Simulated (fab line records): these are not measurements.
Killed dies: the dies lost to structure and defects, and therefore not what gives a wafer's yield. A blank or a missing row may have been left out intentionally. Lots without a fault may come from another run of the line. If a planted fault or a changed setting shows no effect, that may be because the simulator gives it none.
Struck lot and sound lot, side by side / flow n5_finfet / 41 out of 1938 route steps
Sound: these wafers, L690.2, L690.5, L690.6. Struck: wafers L693.3, L693.5, L693.6. The cause is named last.
For every step that has rows: the tool of each side, followed by ch and its chambers, followed by its first start. Under that, the readings that differ: sound wafers / struck wafers / difference of the means / sigmas: that difference in standard deviations of wafers without a fault.
alike: readings whose means differ by less than 2 such deviations, and words and numbers that are the same on both sides. not compared: withheld readings, readings that some wafer has no value for, bounds like >300 that may hide the same value, and numbers for which the record gives no deviation and whose values overlap.
The two part at a step that has a row with sigmas, a row that says differs or no value, or rows on one side only. Non-overlapping numbers with no deviation appear without sigmas and do not part them. A reading missing from all wafers of one side parts the sides only when that side holds two or more wafers.

first, 10 steps without rows for these wafers: N5_DUMMY_GATE_TRIM_49 (chemistry O2, time 29 s, target cd 14 nm); N5_DUMMY_GATE_STRIP_40 (strips in CF4); N5_DUMMY_GATE_ETCH_31 (etches SiO2 in C4F6/O2, target depth 82.5 nm, time 27.5 s); N5_DUMMY_GATE_STRIP_41 (strips in O2); N5_DUMMY_GATE_HM_OPEN_21 (chemistry CH3F/O2, target SiNx, target depth 120 nm, time 171.4 s); N5_DUMMY_GATE_ETCH_32 (etches SiO2 in CF4, target depth 3.5 nm, time 3.9 s); N5_DUMMY_GATE_ETCH_23 (etches poly-Si in HBr/Cl2/O2, target depth 41 nm, time 22.3 s); N5_DUMMY_GATE_ETCH_44 (etches poly-Si in HBr/O2, stops on SiO2, target depth 127.5 nm); N5_DUMMY_GATE_ETCH_42 (etches SiO2 in CHF3/O2, target depth 3.5 nm, time 31 s); N5_DUMMY_GATE_STRIP_48 (strips in N2/H2, time 20 s).
N5_DUMMY_GATE_PRECLEAN_33: cleans in dHF, time 10 s.
  sound on wet_bench-03 ch 2,6,7, day 3 20:30; struck on wet_bench-03 ch 2,4,6, day 4 12:05
  alike: temp_c
then, 4 steps without rows for these wafers: N5_DUMMY_GATE_PRECLEAN_25 (cleans in O3/DIW, time 45 s); N5_DUMMY_GATE_PRECLEAN_51 (cleans in SC2, time 45 s); N5_DUMMY_GATE_SRD_26 (time 30 s); N5_DUMMY_GATE_UV_OZONE_45 (time 120 s).
N5_DUMMY_GATE_INSPECT_27: inspects for defects (brightfield).
  sound on defect_inspect-02 at day 3 20:37; struck on defect_inspect-02 at day 4 12:11
reading=raw_defect_count; sound=336 328 354; struck=1326 1218 1246; difference=+924; sigmas=+12
then, 3 steps without rows for these wafers: N5_SPACER0_ALD_07 (deposits SiNx, target thk 2 nm); N5_SPACER0_ALD_00 (deposits SiOCN, target thk 3.5 nm, pulse time 3 s, purge time 2 s); N5_SPACER0_ALD_08 (deposits SiNx, target thk 2 nm).
N5_SPACER0_INSPECT_04: inspects for defects (darkfield).
  sound on defect_inspect-01 at day 3 21:13; struck on defect_inspect-02 at day 4 12:47
reading=raw_defect_count; sound=145 152 173; struck=1200 1092 1138; difference=+987; sigmas=+29
then, 8 steps without rows for these wafers: N5_SD_EPI_N_COAT_32 (time 60 s, resist thk 350 nm); N5_SD_EPI_N_COAT_33 (time 60 s, resist thk 35 nm); N5_SD_EPI_N_COAT_03 (resist thk 150 nm); N5_SD_EPI_N_EBR_05; N5_SD_EPI_N_SOFTBAKE_04 (time 60 s); N5_SD_EPI_N_EXPOSE_06 (exposes mask SD N BLK, target cd 120 nm); N5_SD_EPI_N_PEB_07 (peb time 60 s); N5_SD_EPI_N_DEVELOP_08 (develop time 30 s).
N5_SD_EPI_N_INSPECT_11: inspects for defects (macro).
  sound on defect_inspect-01 at day 3 21:40; struck on defect_inspect-01 at day 4 13:15
reading=raw_defect_count; sound=3 5 3; struck=>300 >300 >300; difference=differs; sigmas=
then, 9 steps without rows for these wafers: N5_SD_EPI_N_DESCUM_14 (chemistry O2, time 7.9 s); N5_SD_EPI_N_ETCH_34 (etches SiARC in CF4, target depth 45.5 nm, time 75.8 s); N5_SD_EPI_N_ETCH_35 (etches SOC in N2/H2, overetch 108 nm, time 486 s); N5_SD_EPI_N_STRIP_36 (strips in N2/H2); N5_SD_EPI_N_ETCHBACK_44 (etches SiNx in CH3F/O2, stops on SiO2, target depth 14.5 nm); N5_SD_EPI_N_ETCH_45 (etches SiOCN in CH3F/O2, target depth 6 nm); N5_SD_EPI_N_ETCH_16 (etches SiO2 in CHF3/O2, target depth 5 nm); N5_SD_EPI_N_STRIP_47 (strips in CHF3/O2); N5_SD_EPI_N_SD_RECESS_17 (chemistry HBr/Cl2/O2, target depth 41 nm, time 23.7 s, bt time 3 s).
N5_SD_EPI_N_INSPECT_26: inspects for defects (darkfield).
  sound on defect_inspect-02 at day 4 03:22; struck on defect_inspect-02 at day 4 20:23
reading=raw_defect_count; sound=296 236 283; struck=1251 1178 1197; difference=+937; sigmas=+20
-- record jumps: 5 days separate the struck wafers' starts on either side; left off in module SD_EPI_N, taken up again in module BEOL_M4, whose first shown step is the route's number 1111 --
N5_BEOL_M4_RC_MEAS_101:
  sound on prober-01 ch 0, day 9 08:28; struck on prober-01 ch 0, day 10 07:19
  alike: DIBL_N, DIBL_P, IOFF_N, IOFF_P, ION_N, ION_P, SS_N, SS_P, VT_N, VT_P
-- here the record skips 5 days between the struck wafers' starts before and after, leaving off in module BEOL_M4 and picking up in module PASSIVATION (first step shown: number 1936 of the route) --
N5_PASSIVATION_PROBE_49:
  sound on prober-01 at day 13 14:52; struck on prober-01 at day 14 21:37
reading=defect_limited_yield (%); sound=92.4 93.5 90.8; struck=81.1 79.6 82.5; difference=-11.2; sigmas=-7
reading=killed_at_front_end; sound=30 31 65; struck=172 183 157; difference=+129; sigmas=+9
reading=killed_dies; sound=90 77 108; struck=223 241 206; difference=+132; sigmas=+8
reading=sort_bin_5_function (%); sound=4.7 3.7 5.6; struck=12.2 12.7 9.4; difference=+6.8; sigmas=+7
reading=sort_n_pass; sound=1090 1103 1072; struck=957 939 974; difference=-132; sigmas=-8
reading=sort_yield_pct (%); sound=92.4 93.5 90.8; struck=81.1 79.6 82.5; difference=-11.2; sigmas=-7
  alike: killed_at_M0_to_M3, killed_at_M4_up, killed_at_contacts, killed_at_other, killed_open, killed_short, sort_bin_6_memory

WHERE THEY PART
Last at N5_PASSIVATION_PROBE_49 as far as this record goes, first at N5_DUMMY_GATE_INSPECT_27.

WHY: whatever the simulator had introduced
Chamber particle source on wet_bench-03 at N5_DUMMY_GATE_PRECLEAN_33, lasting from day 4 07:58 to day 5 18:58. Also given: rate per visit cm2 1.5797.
